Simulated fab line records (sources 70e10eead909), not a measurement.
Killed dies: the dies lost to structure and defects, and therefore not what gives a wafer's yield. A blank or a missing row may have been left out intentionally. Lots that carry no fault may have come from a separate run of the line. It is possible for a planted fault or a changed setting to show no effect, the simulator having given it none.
Which tool was responsible? :: flow nand-harc :: 33 wafers from 11 lots sampled at 6 of the route's 1159 steps

WHAT EACH GAUGE READ, for each wafer
NHARC_A_CHANNEL_HOLE_D1_INSPECT_40. Usual: raw-defect-count 63, standard deviation 15.
lot: L452
measured: day 9 07:36
on: defect-inspect-01
raw-defect-count: 65 62 60
flag: 

lot: L451
measured: day 9 11:43
on: defect-inspect-01
raw-defect-count: 68 72 64
flag: 

lot: L454
measured: day 9 15:54
on: defect-inspect-01
raw-defect-count: 84 82 78
flag: 

lot: L457
measured: day 9 23:11
on: defect-inspect-02
raw-defect-count: 69 83 59
flag: 

lot: L456
measured: day 10 00:13
on: defect-inspect-02
raw-defect-count: 69 63 63
flag: 

lot: L460
measured: day 11 06:50
on: defect-inspect-01
raw-defect-count: 65 65 54
flag: 

lot: L459
measured: day 11 11:01
on: defect-inspect-02
raw-defect-count: 51 42 72
flag: 

lot: L462
measured: day 11 15:53
on: defect-inspect-02
raw-defect-count: 57 57 54
flag: 

lot: L465
measured: day 12 09:44
on: defect-inspect-02
raw-defect-count: 1430 1339 1345
flag: OFF

lot: L466
measured: day 12 19:32
on: defect-inspect-02
raw-defect-count: 1378 1335 1361
flag: OFF

lot: L473
measured: day 14 10:34
on: defect-inspect-01
raw-defect-count: 59 85 68
flag: 

NHARC_END_SORT_01. Usual: killed-at-array 29, standard deviation 10; killed-at-other 0.7, standard deviation 1.1; killed-at-periphery 3.2, standard deviation 2.2; killed-dies 33, standard deviation 11; killed-open 3.5, standard deviation 1.8; killed-short 2.0, standard deviation 1.4.
lot: L460
measured: day 22 01:56
on: prober-01
killed-at-array: 26 26 29
killed-at-other: 1 2 1
killed-at-periphery: 0 0 1
killed-dies: 27 28 31
killed-open: 3 2 2
killed-short: 1 2 3
flag: 

lot: L459
measured: day 22 09:40
on: prober-01
killed-at-array: 13
killed-at-other: 0
killed-at-periphery: 6
killed-dies: 19
killed-open: 2
killed-short: 2
flag: 

lot: L462
measured: day 22 02:04
on: prober-02
killed-at-array: 42 54 37
killed-at-other: 0 0 0
killed-at-periphery: 4 0 2
killed-dies: 46 54 39
killed-open: 3 0 2
killed-short: 5 3 2
flag: 

lot: L465
measured: day 23 14:08
on: prober-02
killed-at-array: 117 119 102
killed-at-other: 0 0 0
killed-at-periphery: 1 4 3
killed-dies: 118 123 105
killed-open: 1 1 8
killed-short: 0 1 2
flag: OFF

lot: L466
measured: day 23 08:43
on: prober-01
killed-at-array: 106 85 104
killed-at-other: 2 3 3
killed-at-periphery: 3 1 3
killed-dies: 111 89 110
killed-open: 4 2 5
killed-short: 1 1 0
flag: OFF

TOOL THAT RAN EACH LOT (tool first, then ch and the chambers of the sampled wafers, then the start)
lot: L452
NHARC_A_CHANNEL_HOLE_D1_ETCH_20: har-etch-01 ch 0,1, day 9 01:58
NHARC_A_CHANNEL_HOLE_D1_ETCH_23: har-etch-01 ch 0,1, day 9 03:17
NHARC_A_CHANNEL_HOLE_D1_ETCH_25: har-etch-01 ch 0,1, day 9 04:45
NHARC_A_CHANNEL_HOLE_D1_XSEM_31: xsem-01 ch 0, day 9 07:31

lot: L451
NHARC_A_CHANNEL_HOLE_D1_ETCH_20: har-etch-01 ch 0,1, day 9 06:14
NHARC_A_CHANNEL_HOLE_D1_ETCH_23: har-etch-01 ch 0,1, day 9 07:41
NHARC_A_CHANNEL_HOLE_D1_ETCH_25: har-etch-01 ch 0,1, day 9 09:12
NHARC_A_CHANNEL_HOLE_D1_XSEM_31: xsem-01 ch 0, day 9 11:37

lot: L454
NHARC_A_CHANNEL_HOLE_D1_ETCH_20: har-etch-01 ch 0,1, day 9 10:17
NHARC_A_CHANNEL_HOLE_D1_ETCH_23: har-etch-01 ch 0,1, day 9 11:37
NHARC_A_CHANNEL_HOLE_D1_ETCH_25: har-etch-01 ch 0,1, day 9 13:05
NHARC_A_CHANNEL_HOLE_D1_XSEM_31: xsem-01 ch 0, day 9 15:48

lot: L457
NHARC_A_CHANNEL_HOLE_D1_ETCH_20: har-etch-01 ch 0,1, day 9 17:36
NHARC_A_CHANNEL_HOLE_D1_ETCH_23: har-etch-01 ch 0,1, day 9 18:55
NHARC_A_CHANNEL_HOLE_D1_ETCH_25: har-etch-01 ch 0,1, day 9 20:23
NHARC_A_CHANNEL_HOLE_D1_XSEM_31: xsem-01 ch 0, day 9 23:05

lot: L456
NHARC_A_CHANNEL_HOLE_D1_ETCH_20: har-etch-02 ch 0,1, day 9 18:27
NHARC_A_CHANNEL_HOLE_D1_ETCH_23: har-etch-02 ch 0,1, day 9 19:47
NHARC_A_CHANNEL_HOLE_D1_ETCH_25: har-etch-02 ch 0,1, day 9 21:14
NHARC_A_CHANNEL_HOLE_D1_XSEM_31: xsem-02 ch 0, day 10 00:07

lot: L460
NHARC_A_CHANNEL_HOLE_D1_ETCH_20: har-etch-01 ch 0,1, day 11 01:15
NHARC_A_CHANNEL_HOLE_D1_ETCH_23: har-etch-01 ch 0,1, day 11 02:35
NHARC_A_CHANNEL_HOLE_D1_ETCH_25: har-etch-01 ch 0,1, day 11 04:02
NHARC_A_CHANNEL_HOLE_D1_XSEM_31: xsem-02 ch 0, day 11 06:44

lot: L459
NHARC_A_CHANNEL_HOLE_D1_ETCH_20: har-etch-02 ch 0,1, day 11 04:52
NHARC_A_CHANNEL_HOLE_D1_ETCH_23: har-etch-02 ch 0,1, day 11 06:15
NHARC_A_CHANNEL_HOLE_D1_ETCH_25: har-etch-02 ch 0,1, day 11 07:44
NHARC_A_CHANNEL_HOLE_D1_XSEM_31: xsem-01 ch 0, day 11 10:56

lot: L462
NHARC_A_CHANNEL_HOLE_D1_ETCH_20: har-etch-01 ch 0,1, day 11 10:21
NHARC_A_CHANNEL_HOLE_D1_ETCH_23: har-etch-01 ch 0,1, day 11 11:44
NHARC_A_CHANNEL_HOLE_D1_ETCH_25: har-etch-01 ch 0,1, day 11 13:14
NHARC_A_CHANNEL_HOLE_D1_XSEM_31: xsem-02 ch 0, day 11 15:47

lot: L465
NHARC_A_CHANNEL_HOLE_D1_ETCH_20: har-etch-01 ch 0,1, day 12 04:08
NHARC_A_CHANNEL_HOLE_D1_ETCH_23: har-etch-01 ch 0,1, day 12 05:31
NHARC_A_CHANNEL_HOLE_D1_ETCH_25: har-etch-01 ch 0,1, day 12 07:01
NHARC_A_CHANNEL_HOLE_D1_XSEM_31: xsem-02 ch 0, day 12 09:38

lot: L466
NHARC_A_CHANNEL_HOLE_D1_ETCH_20: har-etch-01 ch 0,1, day 12 14:04
NHARC_A_CHANNEL_HOLE_D1_ETCH_23: har-etch-01 ch 0,1, day 12 15:36
NHARC_A_CHANNEL_HOLE_D1_ETCH_25: har-etch-01 ch 0,1, day 12 17:08
NHARC_A_CHANNEL_HOLE_D1_XSEM_31: xsem-01 ch 0, day 12 19:26

lot: L473
NHARC_A_CHANNEL_HOLE_D1_ETCH_20: har-etch-02 ch 0,1, day 14 04:59
NHARC_A_CHANNEL_HOLE_D1_ETCH_23: har-etch-02 ch 0,1, day 14 06:18
NHARC_A_CHANNEL_HOLE_D1_ETCH_25: har-etch-02 ch 0,1, day 14 07:45
NHARC_A_CHANNEL_HOLE_D1_XSEM_31: xsem-01 ch 0, day 14 10:28
- NHARC_A_CHANNEL_HOLE_D1_ETCH_20: etches the open film in C4F8/O2/Ar, time 361.9 s, target depth 1600 nm.
- NHARC_A_CHANNEL_HOLE_D1_ETCH_23: etches the open film in C4F8/O2/Ar, time 819 s, target depth 1600 nm.
- NHARC_A_CHANNEL_HOLE_D1_ETCH_25: etches the open film in C4F8/O2/Ar, time 1040.2 s, target depth 1500 nm.
- NHARC_A_CHANNEL_HOLE_D1_XSEM_31

AS READ BY THE TOOLS THEMSELVES (means over the sampled wafers that have a number; for cases with no such wafer, the mark the record gives instead)
NHARC_A_CHANNEL_HOLE_D1_ETCH_20. Usual: drypump-motor-current-A 5.62 A, standard deviation 0.28; esc-clamp-current-uA 0.02066, standard deviation 0.00019; he-backside-leak-sccm 5.55 sccm, standard deviation 0.22; showerhead-plenum-p-Torr 3.67 Torr, standard deviation 0.12; throttle-valve-pct 32.155 %, standard deviation 0.0096.
lot: L452
tool: har-etch-01
drypump-motor-current-A (A): 5.78
esc-clamp-current-uA: 0.02045
he-backside-leak-sccm (sccm): 5.35
showerhead-plenum-p-Torr (Torr): 3.69
throttle-valve-pct (%): 32.152
flag: 

lot: L451
tool: har-etch-01
drypump-motor-current-A (A): 5.78
esc-clamp-current-uA: 0.02044
he-backside-leak-sccm (sccm): 5.19
showerhead-plenum-p-Torr (Torr): 3.69
throttle-valve-pct (%): 32.149
flag: 

lot: L454
tool: har-etch-01
drypump-motor-current-A (A): 5.52
esc-clamp-current-uA: 0.02043
he-backside-leak-sccm (sccm): 5.42
showerhead-plenum-p-Torr (Torr): 3.75
throttle-valve-pct (%): 32.158
flag: 

lot: L457
tool: har-etch-01
drypump-motor-current-A (A): 5.78
esc-clamp-current-uA: 0.02046
he-backside-leak-sccm (sccm): 5.32
showerhead-plenum-p-Torr (Torr): 3.68
throttle-valve-pct (%): 32.149
flag: 

lot: L456
tool: har-etch-02
drypump-motor-current-A (A): 5.61
esc-clamp-current-uA: 0.02081
he-backside-leak-sccm (sccm): 5.53
showerhead-plenum-p-Torr (Torr): 3.60
throttle-valve-pct (%): 32.152
flag: 

lot: L460
tool: har-etch-01
drypump-motor-current-A (A): 5.78
esc-clamp-current-uA: 0.02043
he-backside-leak-sccm (sccm): 5.33
showerhead-plenum-p-Torr (Torr): 3.68
throttle-valve-pct (%): 32.158
flag: 

lot: L459
tool: har-etch-02
drypump-motor-current-A (A): 5.61
esc-clamp-current-uA: 0.02083
he-backside-leak-sccm (sccm): 5.59
showerhead-plenum-p-Torr (Torr): 3.68
throttle-valve-pct (%): 32.161
flag: 

lot: L462
tool: har-etch-01
drypump-motor-current-A (A): 5.53
esc-clamp-current-uA: 0.02047
he-backside-leak-sccm (sccm): 5.76
showerhead-plenum-p-Torr (Torr): 3.74
throttle-valve-pct (%): 32.150
flag: 

lot: L465
tool: har-etch-01
drypump-motor-current-A (A): 5.78
esc-clamp-current-uA: 0.02048
he-backside-leak-sccm (sccm): 5.61
showerhead-plenum-p-Torr (Torr): 3.67
throttle-valve-pct (%): 32.158
flag: 

lot: L466
tool: har-etch-01
drypump-motor-current-A (A): 5.80
esc-clamp-current-uA: 0.02049
he-backside-leak-sccm (sccm): 5.39
showerhead-plenum-p-Torr (Torr): 3.67
throttle-valve-pct (%): 32.156
flag: 

lot: L473
tool: har-etch-02
drypump-motor-current-A (A): 5.61
esc-clamp-current-uA: 0.02078
he-backside-leak-sccm (sccm): 5.78
showerhead-plenum-p-Torr (Torr): 3.66
throttle-valve-pct (%): 32.161
flag: 

NHARC_A_CHANNEL_HOLE_D1_ETCH_23. Usual: drypump-motor-current-A 5.62 A, standard deviation 0.28; esc-clamp-current-uA 0.02066, standard deviation 0.00019; he-backside-leak-sccm 5.58 sccm, standard deviation 0.22; showerhead-plenum-p-Torr 3.67 Torr, standard deviation 0.12; throttle-valve-pct 32.155 %, standard deviation 0.0085.
lot: L452
tool: har-etch-01
drypump-motor-current-A (A): 5.79
esc-clamp-current-uA: 0.02044
he-backside-leak-sccm (sccm): 5.24
showerhead-plenum-p-Torr (Torr): 3.69
throttle-valve-pct (%): 32.149
flag: 

lot: L451
tool: har-etch-01
drypump-motor-current-A (A): 5.81
esc-clamp-current-uA: 0.02046
he-backside-leak-sccm (sccm): 5.41
showerhead-plenum-p-Torr (Torr): 3.69
throttle-valve-pct (%): 32.154
flag: 

lot: L454
tool: har-etch-01
drypump-motor-current-A (A): 5.53
esc-clamp-current-uA: 0.02046
he-backside-leak-sccm (sccm): 5.46
showerhead-plenum-p-Torr (Torr): 3.75
throttle-valve-pct (%): 32.161
flag: 

lot: L457
tool: har-etch-01
drypump-motor-current-A (A): 5.78
esc-clamp-current-uA: 0.02043
he-backside-leak-sccm (sccm): 5.46
showerhead-plenum-p-Torr (Torr): 3.68
throttle-valve-pct (%): 32.160
flag: 

lot: L456
tool: har-etch-02
drypump-motor-current-A (A): 5.59
esc-clamp-current-uA: 0.02083
he-backside-leak-sccm (sccm): 5.61
showerhead-plenum-p-Torr (Torr): 3.60
throttle-valve-pct (%): 32.155
flag: 

lot: L460
tool: har-etch-01
drypump-motor-current-A (A): 5.79
esc-clamp-current-uA: 0.02048
he-backside-leak-sccm (sccm): 5.61
showerhead-plenum-p-Torr (Torr): 3.68
throttle-valve-pct (%): 32.154
flag: 

lot: L459
tool: har-etch-02
drypump-motor-current-A (A): 5.61
esc-clamp-current-uA: 0.02079
he-backside-leak-sccm (sccm): 5.52
showerhead-plenum-p-Torr (Torr): 3.68
throttle-valve-pct (%): 32.153
flag: 

lot: L462
tool: har-etch-01
drypump-motor-current-A (A): 5.51
esc-clamp-current-uA: 0.02047
he-backside-leak-sccm (sccm): 5.52
showerhead-plenum-p-Torr (Torr): 3.74
throttle-valve-pct (%): 32.148
flag: 

lot: L465
tool: har-etch-01
drypump-motor-current-A (A): 5.80
esc-clamp-current-uA: 0.02046
he-backside-leak-sccm (sccm): 5.69
showerhead-plenum-p-Torr (Torr): 3.67
throttle-valve-pct (%): 32.149
flag: 

lot: L466
tool: har-etch-01
drypump-motor-current-A (A): 5.78
esc-clamp-current-uA: 0.02048
he-backside-leak-sccm (sccm): 5.36
showerhead-plenum-p-Torr (Torr): 3.67
throttle-valve-pct (%): 32.157
flag: 

lot: L473
tool: har-etch-02
drypump-motor-current-A (A): 5.59
esc-clamp-current-uA: 0.02085
he-backside-leak-sccm (sccm): 5.83
showerhead-plenum-p-Torr (Torr): 3.66
throttle-valve-pct (%): 32.160
flag: 

NHARC_A_CHANNEL_HOLE_D1_ETCH_25. Usual: drypump-motor-current-A 5.62 A, standard deviation 0.27; esc-clamp-current-uA 0.02066, standard deviation 0.00019; he-backside-leak-sccm 5.6 sccm, standard deviation 0.49; showerhead-plenum-p-Torr 3.66 Torr, standard deviation 0.12; throttle-valve-pct 32.235 %, standard deviation 0.009.
lot: L452
tool: har-etch-01
drypump-motor-current-A (A): 5.79
esc-clamp-current-uA: 0.02048
he-backside-leak-sccm (sccm): 5.5
showerhead-plenum-p-Torr (Torr): 3.68
throttle-valve-pct (%): 32.239
flag: 

lot: L451
tool: har-etch-01
drypump-motor-current-A (A): 5.77
esc-clamp-current-uA: 0.02046
he-backside-leak-sccm (sccm): 5.4
showerhead-plenum-p-Torr (Torr): 3.68
throttle-valve-pct (%): 32.242
flag: 

lot: L454
tool: har-etch-01
drypump-motor-current-A (A): 5.54
esc-clamp-current-uA: 0.02050
he-backside-leak-sccm (sccm): 5.4
showerhead-plenum-p-Torr (Torr): 3.74
throttle-valve-pct (%): 32.234
flag: 

lot: L457
tool: har-etch-01
drypump-motor-current-A (A): 5.78
esc-clamp-current-uA: 0.02045
he-backside-leak-sccm (sccm): 5.7
showerhead-plenum-p-Torr (Torr): 3.68
throttle-valve-pct (%): 32.216
flag: 

lot: L456
tool: har-etch-02
drypump-motor-current-A (A): 5.60
esc-clamp-current-uA: 0.02080
he-backside-leak-sccm (sccm): 5.6
showerhead-plenum-p-Torr (Torr): 3.60
throttle-valve-pct (%): 32.234
flag: 

lot: L460
tool: har-etch-01
drypump-motor-current-A (A): 5.77
esc-clamp-current-uA: 0.02044
he-backside-leak-sccm (sccm): 5.6
showerhead-plenum-p-Torr (Torr): 3.67
throttle-valve-pct (%): 32.237
flag: 

lot: L459
tool: har-etch-02
drypump-motor-current-A (A): 5.61
esc-clamp-current-uA: 0.02076
he-backside-leak-sccm (sccm): 5.4
showerhead-plenum-p-Torr (Torr): 3.67
throttle-valve-pct (%): 32.222
flag: 

lot: L462
tool: har-etch-01
drypump-motor-current-A (A): 5.50
esc-clamp-current-uA: 0.02047
he-backside-leak-sccm (sccm): 5.5
showerhead-plenum-p-Torr (Torr): 3.73
throttle-valve-pct (%): 32.236
flag: 

lot: L465
tool: har-etch-01
drypump-motor-current-A (A): 5.79
esc-clamp-current-uA: 0.02049
he-backside-leak-sccm (sccm): 5.6
showerhead-plenum-p-Torr (Torr): 3.66
throttle-valve-pct (%): 32.237
flag: 

lot: L466
tool: har-etch-01
drypump-motor-current-A (A): 5.80
esc-clamp-current-uA: 0.02044
he-backside-leak-sccm (sccm): 5.5
showerhead-plenum-p-Torr (Torr): 3.66
throttle-valve-pct (%): 32.230
flag: 

lot: L473
tool: har-etch-02
drypump-motor-current-A (A): 5.59
esc-clamp-current-uA: 0.02082
he-backside-leak-sccm (sccm): 7.2
showerhead-plenum-p-Torr (Torr): 3.65
throttle-valve-pct (%): 32.238
flag: OFF

NHARC_A_CHANNEL_HOLE_D1_XSEM_31. Usual: bot-cd-nm 74.0 nm, standard deviation 1.3; bow-nm 8.55 nm, standard deviation 0.22; tilt-deg 0.09 degrees, standard deviation 0.05.
lot: L452
tool: xsem-01
bot-cd-nm (nm): 72.1
bow-nm (nm): 8.45
tilt-deg (degrees): 0.11
flag: 

lot: L451
tool: xsem-01
bot-cd-nm (nm): 72.2
bow-nm (nm): 8.38
tilt-deg (degrees): 0.05
flag: 

lot: L454
tool: xsem-01
bot-cd-nm (nm): 74.0
bow-nm (nm): 8.47
tilt-deg (degrees): 0.22
flag: 

lot: L457
tool: xsem-01
bot-cd-nm (nm): 73.7
bow-nm (nm): 8.66
tilt-deg (degrees): 0.04
flag: 

lot: L456
tool: xsem-02
bot-cd-nm (nm): 74.4
bow-nm (nm): 8.50
tilt-deg (degrees): 0.18
flag: 

lot: L460
tool: xsem-02
bot-cd-nm (nm): 74.9
bow-nm (nm): 8.58
tilt-deg (degrees): 0.07
flag: 

lot: L459
tool: xsem-01
bot-cd-nm (nm): 75.3
bow-nm (nm): 8.82
tilt-deg (degrees): 0.14
flag: 

lot: L462
tool: xsem-02
bot-cd-nm (nm): 73.0
bow-nm (nm): 8.81
tilt-deg (degrees): 0.02
flag: 

lot: L465
tool: xsem-02
bot-cd-nm (nm): 74.3
bow-nm (nm): 8.79
tilt-deg (degrees): 0.07
flag: 

lot: L466
tool: xsem-01
bot-cd-nm (nm): 73.1
bow-nm (nm): 8.82
tilt-deg (degrees): 0.15
flag: 

lot: L473
tool: xsem-01
bot-cd-nm (nm): 74.1
bow-nm (nm): 8.12
tilt-deg (degrees): 0.03
flag: 

THE ANSWER, worked out from the rows above alone
Rule: take the mean of a lot's wafers that have a number; if it is more than 3 standard deviations from the usual mean, the lot is off. A lot without any number at a reading at which 4 lots or more have one is off too. The other lots that the step has rows for count as sound. Order of review: gauges by route order, followed by the tools' own readings, for which a lot's mean as printed above is used. At the first step where some lot is off, the reading lying furthest off is the one used; lots without a number count as furthest.
Off at NHARC_A_CHANNEL_HOLE_D1_INSPECT_40 (raw-defect-count): L465, L466.
A tool fits if, at a process step before that reading, it ran every lot that is off, and no sound lot after the first of them. Not tried: the gauges at NHARC_A_CHANNEL_HOLE_D1_INSPECT_40; whatever is off there is also off at NHARC_END_SORT_01, on other tools, and gauge error can't account for it. One fits: har-etch-01 at NHARC_A_CHANNEL_HOLE_D1_ETCH_20 and NHARC_A_CHANNEL_HOLE_D1_ETCH_23 and NHARC_A_CHANNEL_HOLE_D1_ETCH_25. At NHARC_A_CHANNEL_HOLE_D1_ETCH_20 its last sound lot is L462 (day 11 10:21), its first lot that is off L465 (day 12 04:08): a fault that began between those two fits.

WHAT THE SIMULATOR HAD INSERTED
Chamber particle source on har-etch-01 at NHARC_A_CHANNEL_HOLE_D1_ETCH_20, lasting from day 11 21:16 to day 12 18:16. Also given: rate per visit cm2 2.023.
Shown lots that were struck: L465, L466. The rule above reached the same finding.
